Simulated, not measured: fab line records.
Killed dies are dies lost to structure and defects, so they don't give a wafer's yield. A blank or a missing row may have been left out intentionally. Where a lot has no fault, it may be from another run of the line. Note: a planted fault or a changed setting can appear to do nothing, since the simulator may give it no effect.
fab line records / flow n5-finfet / part 2 of 2: steps 18 to 27 of 27
record lots=5 wafers=15 last-day=17
route steps=1938 shown BEOL_M4@1053
lots that met no fault: from a run of the same line without faults
start-h: hours from the record's first day to the start of the lot's first wafer shown / wait-h: hours from the lot's prior step to this one / " the same as in the row above / L1.1+2: a row that stands for several wafers / - either no value or no given start / * or withheld: withheld / < > ~ a bound
route shown NAME@n: NAME is a module with steps in the file, n the number in the route of the first one / usual: mean/standard deviation of fault-free wafers / same: alike in all rows / chamber/n: place in a boat / sites: each site's reading / _std_site: how widely they spread, as a standard deviation / _edge_site: inner sites' mean taken away from outer sites' mean / radius-mm: for every site, how far away it sits from the centre of the wafer / mask NAME#n: copy n / behind: the tool/chamber that last shaped the wafer / hold: cause of the lot's hold/its duration in hours/its outcome / device: transistor that didn't switch, given as n, p or np / end of line: at the end of the route, the tests of the same wafers / step lacking rows: just its recipe / killed: at the first sort, the dies lost to defects and structure; wafer yield is something else / map: the dies of a wafer, with x for killed, . for not killed, _ for no die there
set.NAME: setting as actually run; set.NAME@STEP: the setting as run at that earlier step / model.NAME: the simulator's own value behind a step, which no gauge read
a table for each step, a row for each wafer; lots at some steps of the route
services: when a tool's chamber went out of use (start-h, in hours from the record's first day, below 0 if earlier), for how many hours, and the reason
## steps
# step N5_BEOL_M4_TRENCH_ETCH_37
# recipe chemistry=C4F6/O2 target-depth-a=555.55 target=SiOC time-s=29.2 ion-energy-ev=250 pressure-mtorr=30 source-w=355 bias-w=185 Ar_flow_sccm=300 C4F6_flow_sccm=10 O2_flow_sccm=10
# usual drypump-motor-current-A=5.7/0.44 oes_f_703_au=0.83/0.06 oes-product-au=0.83/0.056 rf-vpp-V=666/15 showerhead-plenum-p-Torr=2.89/0.081 throttle-valve-pct=20.76/0.28
lot.wafer=L077.1 tool=rie-diel-03 chamber=2 start-h=- wait-h=- drypump-motor-current-A=5.5 oes_f_703_au=0.92 oes-product-au=0.89 rf-hours-counter-h=40 rf-vpp-V=647 showerhead-plenum-p-Torr=3.00 throttle-valve-pct=20.95
lot.wafer=L077.4 tool=rie-diel-03 chamber=2 start-h=- wait-h=- drypump-motor-current-A=5.5 oes_f_703_au=0.91 oes-product-au=0.88 rf-hours-counter-h=- rf-vpp-V=648 showerhead-plenum-p-Torr=3.00 throttle-valve-pct=20.96
lot.wafer=L077.5 tool=rie-diel-03 chamber=0 start-h=- wait-h=- drypump-motor-current-A=6.1 oes_f_703_au=0.80 oes-product-au=0.81 rf-hours-counter-h=- rf-vpp-V=656 showerhead-plenum-p-Torr=2.88 throttle-valve-pct=21.25
lot.wafer=L079.2 tool=rie-diel-02 chamber=2 start-h=- wait-h=- drypump-motor-current-A=5.6 oes_f_703_au=0.68 oes-product-au=0.67 rf-hours-counter-h=251 rf-vpp-V=669 showerhead-plenum-p-Torr=2.80 throttle-valve-pct=20.98
lot.wafer=L079.3 tool=rie-diel-02 chamber=0 start-h=- wait-h=- drypump-motor-current-A=6.5 oes_f_703_au=0.90 oes-product-au=0.92 rf-hours-counter-h=33 rf-vpp-V=660 showerhead-plenum-p-Torr=2.80 throttle-valve-pct=21.14
lot.wafer=L079.4 tool=rie-diel-02 chamber=2 start-h=- wait-h=- drypump-motor-current-A=5.6 oes_f_703_au=0.69 oes-product-au=0.68 rf-hours-counter-h=- rf-vpp-V=669 showerhead-plenum-p-Torr=2.80 throttle-valve-pct=20.97
lot.wafer=L082.2 tool=rie-diel-03 chamber=1 start-h=- wait-h=- drypump-motor-current-A=5.6 oes_f_703_au=0.93 oes-product-au=0.90 rf-hours-counter-h=27 rf-vpp-V=646 showerhead-plenum-p-Torr=2.99 throttle-valve-pct=20.57
lot.wafer=L082.5 tool=rie-diel-03 chamber=0 start-h=- wait-h=- drypump-motor-current-A=6.1 oes_f_703_au=0.78 oes-product-au=0.80 rf-hours-counter-h=- rf-vpp-V=657 showerhead-plenum-p-Torr=2.88 throttle-valve-pct=21.29
lot.wafer=L082.6 tool=rie-diel-03 chamber=3 start-h=- wait-h=- drypump-motor-current-A=5.7 oes_f_703_au=0.80 oes-product-au=0.84 rf-hours-counter-h=- rf-vpp-V=698 showerhead-plenum-p-Torr=2.88 throttle-valve-pct=20.67
lot.wafer=L084.1 tool=rie-diel-03 chamber=3 start-h=- wait-h=- drypump-motor-current-A=5.6 oes_f_703_au=0.79 oes-product-au=0.83 rf-hours-counter-h=72 rf-vpp-V=700 showerhead-plenum-p-Torr=2.88 throttle-valve-pct=20.69
lot.wafer=L084.3 tool=rie-diel-03 chamber=0 start-h=- wait-h=- drypump-motor-current-A=6.2 oes_f_703_au=0.77 oes-product-au=0.80 rf-hours-counter-h=116 rf-vpp-V=659 showerhead-plenum-p-Torr=2.87 throttle-valve-pct=21.28
lot.wafer=L084.6 tool=rie-diel-03 chamber=0 start-h=- wait-h=- drypump-motor-current-A=6.1 oes_f_703_au=0.77 oes-product-au=0.80 rf-hours-counter-h=- rf-vpp-V=657 showerhead-plenum-p-Torr=2.87 throttle-valve-pct=21.28
lot.wafer=L096.1 tool=rie-diel-02 chamber=3 start-h=- wait-h=- drypump-motor-current-A=4.9 oes_f_703_au=0.77 oes-product-au=0.77 rf-hours-counter-h=133 rf-vpp-V=656 showerhead-plenum-p-Torr=2.87 throttle-valve-pct=20.61
lot.wafer=L096.4 tool=rie-diel-02 chamber=0 start-h=- wait-h=- drypump-motor-current-A=6.5 oes_f_703_au=0.84 oes-product-au=0.86 rf-hours-counter-h=73 rf-vpp-V=660 showerhead-plenum-p-Torr=2.78 throttle-valve-pct=21.21
lot.wafer=L096.5 tool=rie-diel-02 chamber=2 start-h=- wait-h=- drypump-motor-current-A=5.6 oes_f_703_au=0.92 oes-product-au=0.94 rf-hours-counter-h=- rf-vpp-V=670 showerhead-plenum-p-Torr=2.79 throttle-valve-pct=20.60
# step N5_BEOL_M4_ETCH_41
# recipe chemistry=CH3F/O2 target=SiCN target-depth-a=299 taper-deg=2 time-s=52.5 ion-energy-ev=120 mask-material=TiN pressure-mtorr=30 source-w=395 bias-w=75 Ar_flow_sccm=150 CH3F_flow_sccm=30 O2_flow_sccm=20
# usual drypump-motor-current-A=5.7/0.44 oes-product-au=0.84/0.056 rf-vpp-V=298.0/1.6 showerhead-plenum-p-Torr=2.03/0.061 throttle-valve-pct=16.21/0.25
lot.wafer=L077.1 tool=rie-diel-03 chamber=2 start-h=- wait-h=- drypump-motor-current-A=5.5 oes-product-au=0.89 rf-hours-counter-h=40 rf-vpp-V=298.8 showerhead-plenum-p-Torr=2.11 throttle-valve-pct=16.38
lot.wafer=L077.4 tool=rie-diel-03 chamber=2 start-h=- wait-h=- drypump-motor-current-A=5.5 oes-product-au=0.88 rf-hours-counter-h=- rf-vpp-V=298.7 showerhead-plenum-p-Torr=2.11 throttle-valve-pct=16.38
lot.wafer=L077.5 tool=rie-diel-03 chamber=0 start-h=- wait-h=- drypump-motor-current-A=6.1 oes-product-au=0.83 rf-hours-counter-h=- rf-vpp-V=298.4 showerhead-plenum-p-Torr=2.02 throttle-valve-pct=16.63
lot.wafer=L079.2 tool=rie-diel-02 chamber=2 start-h=- wait-h=- drypump-motor-current-A=5.6 oes-product-au=0.69 rf-hours-counter-h=251 rf-vpp-V=295.7 showerhead-plenum-p-Torr=1.97 throttle-valve-pct=16.47
lot.wafer=L079.3 tool=rie-diel-02 chamber=0 start-h=- wait-h=- drypump-motor-current-A=6.5 oes-product-au=0.93 rf-hours-counter-h=33 rf-vpp-V=296.0 showerhead-plenum-p-Torr=1.97 throttle-valve-pct=16.49
lot.wafer=L079.4 tool=rie-diel-02 chamber=2 start-h=- wait-h=- drypump-motor-current-A=5.6 oes-product-au=0.68 rf-hours-counter-h=- rf-vpp-V=295.6 showerhead-plenum-p-Torr=1.96 throttle-valve-pct=16.48
lot.wafer=L082.2 tool=rie-diel-03 chamber=1 start-h=- wait-h=- drypump-motor-current-A=5.6 oes-product-au=0.90 rf-hours-counter-h=27 rf-vpp-V=301.2 showerhead-plenum-p-Torr=2.11 throttle-valve-pct=16.08
lot.wafer=L082.5 tool=rie-diel-03 chamber=0 start-h=- wait-h=- drypump-motor-current-A=6.2 oes-product-au=0.80 rf-hours-counter-h=- rf-vpp-V=297.6 showerhead-plenum-p-Torr=2.02 throttle-valve-pct=16.68
lot.wafer=L082.6 tool=rie-diel-03 chamber=3 start-h=- wait-h=- drypump-motor-current-A=5.7 oes-product-au=0.84 rf-hours-counter-h=- rf-vpp-V=298.3 showerhead-plenum-p-Torr=2.03 throttle-valve-pct=16.12
lot.wafer=L084.1 tool=rie-diel-03 chamber=3 start-h=- wait-h=- drypump-motor-current-A=5.7 oes-product-au=0.83 rf-hours-counter-h=72 rf-vpp-V=297.3 showerhead-plenum-p-Torr=2.03 throttle-valve-pct=16.12
lot.wafer=L084.3 tool=rie-diel-03 chamber=0 start-h=- wait-h=- drypump-motor-current-A=6.1 oes-product-au=0.80 rf-hours-counter-h=116 rf-vpp-V=298.0 showerhead-plenum-p-Torr=2.02 throttle-valve-pct=16.67
lot.wafer=L084.6 tool=rie-diel-03 chamber=0 start-h=- wait-h=- drypump-motor-current-A=6.1 oes-product-au=0.80 rf-hours-counter-h=- rf-vpp-V=296.7 showerhead-plenum-p-Torr=2.02 throttle-valve-pct=16.67
lot.wafer=L096.1 tool=rie-diel-02 chamber=3 start-h=- wait-h=- drypump-motor-current-A=4.9 oes-product-au=0.76 rf-hours-counter-h=133 rf-vpp-V=297.5 showerhead-plenum-p-Torr=2.02 throttle-valve-pct=16.09
lot.wafer=L096.4 tool=rie-diel-02 chamber=0 start-h=- wait-h=- drypump-motor-current-A=6.4 oes-product-au=0.85 rf-hours-counter-h=73 rf-vpp-V=296.3 showerhead-plenum-p-Torr=1.95 throttle-valve-pct=16.56
lot.wafer=L096.5 tool=rie-diel-02 chamber=2 start-h=- wait-h=- drypump-motor-current-A=5.6 oes-product-au=0.93 rf-hours-counter-h=- rf-vpp-V=294.8 showerhead-plenum-p-Torr=1.95 throttle-valve-pct=16.01
# step N5_BEOL_M4_STRIP_97
# recipe chemistry=N2/H2 time-s=10 power-w=450 temp-c=40 pressure-mtorr=20 rf-frequency-hz=6e+07 bias-power-w=7 n2-flow-sccm=200 h2-flow-sccm=200
# usual drypump-motor-current-A=5.7/0.44 h2-flow-sccm=200.0/0.66 oes-product-au=0.84/0.058 rf-vpp-V=59.1/0.88 showerhead-plenum-p-Torr=2.58/0.088 throttle-valve-pct=23.6/0.37
lot.wafer=L077.1 tool=rie-diel-03 chamber=2 start-h=- wait-h=- drypump-motor-current-A=5.5 h2-flow-sccm=200.8 oes-product-au=0.89 rf-hours-counter-h=40 rf-vpp-V=60.2 showerhead-plenum-p-Torr=2.71 throttle-valve-pct=24.2
lot.wafer=L077.4 tool=rie-diel-03 chamber=2 start-h=- wait-h=- drypump-motor-current-A=5.5 h2-flow-sccm=201.2 oes-product-au=0.89 rf-hours-counter-h=- rf-vpp-V=57.8 showerhead-plenum-p-Torr=2.71 throttle-valve-pct=24.2
lot.wafer=L077.5 tool=rie-diel-03 chamber=0 start-h=- wait-h=- drypump-motor-current-A=6.2 h2-flow-sccm=199.2 oes-product-au=0.83 rf-hours-counter-h=- rf-vpp-V=59.3 showerhead-plenum-p-Torr=2.56 throttle-valve-pct=24.2
lot.wafer=L079.2 tool=rie-diel-02 chamber=2 start-h=- wait-h=- drypump-motor-current-A=5.6 h2-flow-sccm=200.2 oes-product-au=0.67 rf-hours-counter-h=251 rf-vpp-V=59.8 showerhead-plenum-p-Torr=2.48 throttle-valve-pct=23.8
lot.wafer=L079.3 tool=rie-diel-02 chamber=0 start-h=- wait-h=- drypump-motor-current-A=6.5 h2-flow-sccm=199.3 oes-product-au=0.93 rf-hours-counter-h=33 rf-vpp-V=60.2 showerhead-plenum-p-Torr=2.49 throttle-valve-pct=24.1
lot.wafer=L079.4 tool=rie-diel-02 chamber=2 start-h=- wait-h=- drypump-motor-current-A=5.6 h2-flow-sccm=200.6 oes-product-au=0.66 rf-hours-counter-h=- rf-vpp-V=59.4 showerhead-plenum-p-Torr=2.48 throttle-valve-pct=23.8
lot.wafer=L082.2 tool=rie-diel-03 chamber=1 start-h=- wait-h=- drypump-motor-current-A=5.6 h2-flow-sccm=201.0 oes-product-au=0.90 rf-hours-counter-h=27 rf-vpp-V=59.9 showerhead-plenum-p-Torr=2.69 throttle-valve-pct=23.1
lot.wafer=L082.5 tool=rie-diel-03 chamber=0 start-h=- wait-h=- drypump-motor-current-A=6.1 h2-flow-sccm=199.2 oes-product-au=0.82 rf-hours-counter-h=- rf-vpp-V=58.0 showerhead-plenum-p-Torr=2.55 throttle-valve-pct=24.2
lot.wafer=L082.6 tool=rie-diel-03 chamber=3 start-h=- wait-h=- drypump-motor-current-A=5.7 h2-flow-sccm=200.6 oes-product-au=0.82 rf-hours-counter-h=- rf-vpp-V=58.2 showerhead-plenum-p-Torr=2.58 throttle-valve-pct=23.8
lot.wafer=L084.1 tool=rie-diel-03 chamber=3 start-h=- wait-h=- drypump-motor-current-A=5.6 h2-flow-sccm=199.8 oes-product-au=0.83 rf-hours-counter-h=72 rf-vpp-V=58.8 showerhead-plenum-p-Torr=2.58 throttle-valve-pct=23.8
lot.wafer=L084.3 tool=rie-diel-03 chamber=0 start-h=- wait-h=- drypump-motor-current-A=6.2 h2-flow-sccm=199.5 oes-product-au=0.81 rf-hours-counter-h=116 rf-vpp-V=58.1 showerhead-plenum-p-Torr=2.55 throttle-valve-pct=24.2
lot.wafer=L084.6 tool=rie-diel-03 chamber=0 start-h=- wait-h=- drypump-motor-current-A=6.1 h2-flow-sccm=199.8 oes-product-au=0.81 rf-hours-counter-h=- rf-vpp-V=59.0 showerhead-plenum-p-Torr=2.55 throttle-valve-pct=24.2
lot.wafer=L096.1 tool=rie-diel-02 chamber=3 start-h=- wait-h=- drypump-motor-current-A=4.9 h2-flow-sccm=200.2 oes-product-au=0.77 rf-hours-counter-h=133 rf-vpp-V=60.0 showerhead-plenum-p-Torr=2.55 throttle-valve-pct=23.4
lot.wafer=L096.4 tool=rie-diel-02 chamber=0 start-h=- wait-h=- drypump-motor-current-A=6.5 h2-flow-sccm=200.5 oes-product-au=0.87 rf-hours-counter-h=73 rf-vpp-V=58.5 showerhead-plenum-p-Torr=2.47 throttle-valve-pct=24.2
lot.wafer=L096.5 tool=rie-diel-02 chamber=2 start-h=- wait-h=- drypump-motor-current-A=5.6 h2-flow-sccm=199.8 oes-product-au=0.93 rf-hours-counter-h=- rf-vpp-V=58.9 showerhead-plenum-p-Torr=2.47 throttle-valve-pct=23.5
# step N5_BEOL_M4_OCD_MEAS_38
# usual trench-depth-nm=56.1/1.1
lot.wafer=L077.1 tool=ocd-01 chamber=- start-h=189.00 wait-h=- trench-depth-nm=56.4
lot.wafer=L077.4 tool=ocd-01 chamber=- start-h=189.00 wait-h=- trench-depth-nm=55.8
lot.wafer=L077.5 tool=ocd-01 chamber=- start-h=189.00 wait-h=- trench-depth-nm=54.1
lot.wafer=L079.2 tool=ocd-01 chamber=- start-h=198.76 wait-h=- trench-depth-nm=54.4
lot.wafer=L079.3 tool=ocd-01 chamber=- start-h=198.76 wait-h=- trench-depth-nm=57.7
lot.wafer=L079.4 tool=ocd-01 chamber=- start-h=198.76 wait-h=- trench-depth-nm=54.9
lot.wafer=L082.2 tool=ocd-01 chamber=- start-h=218.33 wait-h=- trench-depth-nm=57.4
lot.wafer=L082.5 tool=ocd-01 chamber=- start-h=218.33 wait-h=- trench-depth-nm=55.1
lot.wafer=L082.6 tool=ocd-01 chamber=- start-h=218.33 wait-h=- trench-depth-nm=57.1
lot.wafer=L084.1 tool=ocd-02 chamber=- start-h=234.33 wait-h=- trench-depth-nm=56.3
lot.wafer=L084.3 tool=ocd-02 chamber=- start-h=234.33 wait-h=- trench-depth-nm=54.8
lot.wafer=L084.6 tool=ocd-02 chamber=- start-h=234.33 wait-h=- trench-depth-nm=54.7
lot.wafer=L096.1 tool=ocd-01 chamber=- start-h=300.91 wait-h=- trench-depth-nm=55.6
lot.wafer=L096.4 tool=ocd-01 chamber=- start-h=300.91 wait-h=- trench-depth-nm=56.8
lot.wafer=L096.5 tool=ocd-01 chamber=- start-h=300.91 wait-h=- trench-depth-nm=57.9
# step N5_BEOL_M4_HM_STRIP_39
# recipe chemistry=peroxide-tin-strip material=TiN target-depth-a=250 temp-c=50 time-s=158
lot.wafer=L077.1+4+5 tool=wet-bench-06 chamber=4,1,0 start-h=189.03 wait-h=0.0
lot.wafer=L079.2+3+4 tool=wet-bench-06 chamber=7,6,4 start-h=198.79 wait-h=0.0
lot.wafer=L082.2+5+6 tool=wet-bench-03 chamber=4,5,2 start-h=218.36 wait-h=0.0
lot.wafer=L084.1+3+6 tool=wet-bench-03 chamber=4,6,3 start-h=234.36 wait-h=0.0
lot.wafer=L096.1+4+5 tool=wet-bench-01 chamber=2,7,3 start-h=300.94 wait-h=0.0
# step N5_BEOL_M4_SRD_40
# recipe time-s=30 temp-c=23 rinse-liquid=diw dry=ipa-marangoni
lot.wafer=L077.1+4+5 tool=wet-bench-06 chamber=4,1,0 start-h=189.08 wait-h=0.0
lot.wafer=L079.2+3+4 tool=wet-bench-06 chamber=7,6,4 start-h=198.83 wait-h=0.0
lot.wafer=L082.2+5+6 tool=wet-bench-03 chamber=4,5,2 start-h=218.42 wait-h=0.0
lot.wafer=L084.1+3+6 tool=wet-bench-03 chamber=4,6,3 start-h=234.41 wait-h=0.0
lot.wafer=L096.1+4+5 tool=wet-bench-01 chamber=2,7,3 start-h=300.99 wait-h=0.0
# step N5_BEOL_M4_PRECLEAN_42
# recipe chemistry=residue-remover time-s=60 temp-c=40
lot.wafer=L077.1+4+5 tool=wet-bench-06 chamber=4,1,0 start-h=189.10 wait-h=0.0
lot.wafer=L079.2+3+4 tool=wet-bench-06 chamber=7,6,4 start-h=198.85 wait-h=0.0
lot.wafer=L082.2+5+6 tool=wet-bench-03 chamber=4,5,2 start-h=218.44 wait-h=0.0
lot.wafer=L084.1+3+6 tool=wet-bench-03 chamber=4,6,3 start-h=234.43 wait-h=0.0
lot.wafer=L096.1+4+5 tool=wet-bench-01 chamber=2,7,3 start-h=301.01 wait-h=0.0
# step N5_BEOL_M4_SRD_43
# recipe time-s=30 temp-c=23 rinse-liquid=diw dry=ipa-marangoni
lot.wafer=L077.1+4+5 tool=wet-bench-06 chamber=4,1,0 start-h=189.12 wait-h=0.0
lot.wafer=L079.2+3+4 tool=wet-bench-06 chamber=7,6,4 start-h=198.87 wait-h=0.0
lot.wafer=L082.2+5+6 tool=wet-bench-03 chamber=4,5,2 start-h=218.46 wait-h=0.0
lot.wafer=L084.1+3+6 tool=wet-bench-03 chamber=4,6,3 start-h=234.45 wait-h=0.0
lot.wafer=L096.1+4+5 tool=wet-bench-01 chamber=2,7,3 start-h=301.02 wait-h=0.0
# step N5_BEOL_M4_CD_MEAS_35
# recipe target-cd-nm=18 target-cd-y-nm=22.4 polarity=opening
# usual cd-nm=18.0/0.4
lot.wafer=L077.1 tool=cd-sem-02 chamber=- start-h=189.16 wait-h=0.0 cd-nm=17.3
lot.wafer=L077.4 tool=cd-sem-02 chamber=- start-h=189.16 wait-h=0.0 cd-nm=18.2
lot.wafer=L077.5 tool=cd-sem-02 chamber=- start-h=189.16 wait-h=0.0 cd-nm=18.0
lot.wafer=L079.2 tool=cd-sem-02 chamber=- start-h=198.91 wait-h=0.0 cd-nm=17.7
lot.wafer=L079.3 tool=cd-sem-02 chamber=- start-h=198.91 wait-h=0.0 cd-nm=18.1
lot.wafer=L079.4 tool=cd-sem-02 chamber=- start-h=198.91 wait-h=0.0 cd-nm=17.3
lot.wafer=L082.2 tool=cd-sem-03 chamber=- start-h=218.50 wait-h=0.0 cd-nm=17.7
lot.wafer=L082.5 tool=cd-sem-03 chamber=- start-h=218.50 wait-h=0.0 cd-nm=18.0
lot.wafer=L082.6 tool=cd-sem-03 chamber=- start-h=218.50 wait-h=0.0 cd-nm=17.7
lot.wafer=L084.1 tool=cd-sem-03 chamber=- start-h=234.49 wait-h=0.0 cd-nm=17.1
lot.wafer=L084.3 tool=cd-sem-03 chamber=- start-h=234.49 wait-h=0.0 cd-nm=17.9
lot.wafer=L084.6 tool=cd-sem-03 chamber=- start-h=234.49 wait-h=0.0 cd-nm=17.8
lot.wafer=L096.1 tool=cd-sem-02 chamber=- start-h=301.06 wait-h=0.0 cd-nm=17.9
lot.wafer=L096.4 tool=cd-sem-02 chamber=- start-h=301.06 wait-h=0.0 cd-nm=18.2
lot.wafer=L096.5 tool=cd-sem-02 chamber=- start-h=301.06 wait-h=0.0 cd-nm=17.2
# step N5_BEOL_M4_DEGAS_44
# recipe ambient=vacuum temp-c=250 time-s=60
# usual heater-power-w=328/34
lot.wafer=L077.1 tool=pvd-sputter-03 chamber=- start-h=189.76 wait-h=0.6 heater-power-w=381
lot.wafer=L077.4 tool=pvd-sputter-03 chamber=- start-h=189.76 wait-h=0.6 heater-power-w=323
lot.wafer=L077.5 tool=pvd-sputter-03 chamber=- start-h=189.76 wait-h=0.6 heater-power-w=339
lot.wafer=L079.2 tool=pvd-sputter-01 chamber=- start-h=199.14 wait-h=0.2 heater-power-w=304
lot.wafer=L079.3 tool=pvd-sputter-01 chamber=- start-h=199.14 wait-h=0.2 heater-power-w=384
lot.wafer=L079.4 tool=pvd-sputter-01 chamber=- start-h=199.14 wait-h=0.2 heater-power-w=286
lot.wafer=L082.2 tool=pvd-sputter-02 chamber=- start-h=219.09 wait-h=0.6 heater-power-w=301
lot.wafer=L082.5 tool=pvd-sputter-02 chamber=- start-h=219.09 wait-h=0.6 heater-power-w=283
lot.wafer=L082.6 tool=pvd-sputter-02 chamber=- start-h=219.09 wait-h=0.6 heater-power-w=310
lot.wafer=L084.1 tool=pvd-sputter-02 chamber=- start-h=234.77 wait-h=0.3 heater-power-w=343
lot.wafer=L084.3 tool=pvd-sputter-02 chamber=- start-h=234.77 wait-h=0.3 heater-power-w=290
lot.wafer=L084.6 tool=pvd-sputter-02 chamber=- start-h=234.77 wait-h=0.3 heater-power-w=335
lot.wafer=L096.1 tool=pvd-sputter-03 chamber=- start-h=301.20 wait-h=0.1 heater-power-w=345
lot.wafer=L096.4 tool=pvd-sputter-03 chamber=- start-h=301.20 wait-h=0.1 heater-power-w=348
lot.wafer=L096.5 tool=pvd-sputter-03 chamber=- start-h=301.20 wait-h=0.1 heater-power-w=376
## services
tool=euv-scanner-02 chamber=- start-h=159.10 hours=4.6 kind=pm
tool=pvd-sputter-03 chamber=- start-h=169.46 hours=17.4 kind=repair
tool=wet-bench-01 chamber=- start-h=176.16 hours=1.9 kind=pm
tool=rie-diel-02 chamber=2 start-h=177.14 hours=9.3 kind=repair
tool=rie-diel-02 chamber=1 start-h=178.63 hours=14.1 kind=repair
tool=euv-scanner-02 chamber=- start-h=181.79 hours=1.0 kind=pm
tool=rie-diel-03 chamber=1 start-h=186.86 hours=6.5 kind=repair
tool=ald-sin-02 chamber=2 start-h=194.87 hours=14.8 kind=repair
tool=euv-scanner-01 chamber=- start-h=196.86 hours=1.0 kind=pm
tool=wet-bench-03 chamber=- start-h=201.45 hours=6.5 kind=repair
tool=rie-diel-03 chamber=1 start-h=202.38 hours=5.7 kind=repair
tool=rie-diel-03 chamber=- start-h=207.12 hours=0.4 kind=repair
tool=euv-scanner-01 chamber=- start-h=207.38 hours=1.3 kind=repair
tool=rie-diel-02 chamber=2 start-h=220.79 hours=6.6 kind=repair
tool=rie-diel-02 chamber=3 start-h=222.10 hours=1.4 kind=repair
tool=wet-bench-01 chamber=- start-h=231.52 hours=7.6 kind=repair
tool=euv-scanner-01 chamber=- start-h=231.55 hours=18.0 kind=repair
tool=euv-scanner-02 chamber=- start-h=239.55 hours=0.3 kind=repair
tool=rie-diel-03 chamber=2 start-h=246.73 hours=2.6 kind=repair
tool=euv-scanner-02 chamber=- start-h=249.51 hours=1.0 kind=pm
tool=euv-scanner-02 chamber=- start-h=259.53 hours=1.8 kind=repair
tool=ald-sin-02 chamber=1 start-h=268.75 hours=5.8 kind=repair
tool=ald-sin-02 chamber=3 start-h=286.10 hours=5.7 kind=repair
tool=euv-scanner-02 chamber=- start-h=296.07 hours=1.0 kind=pm
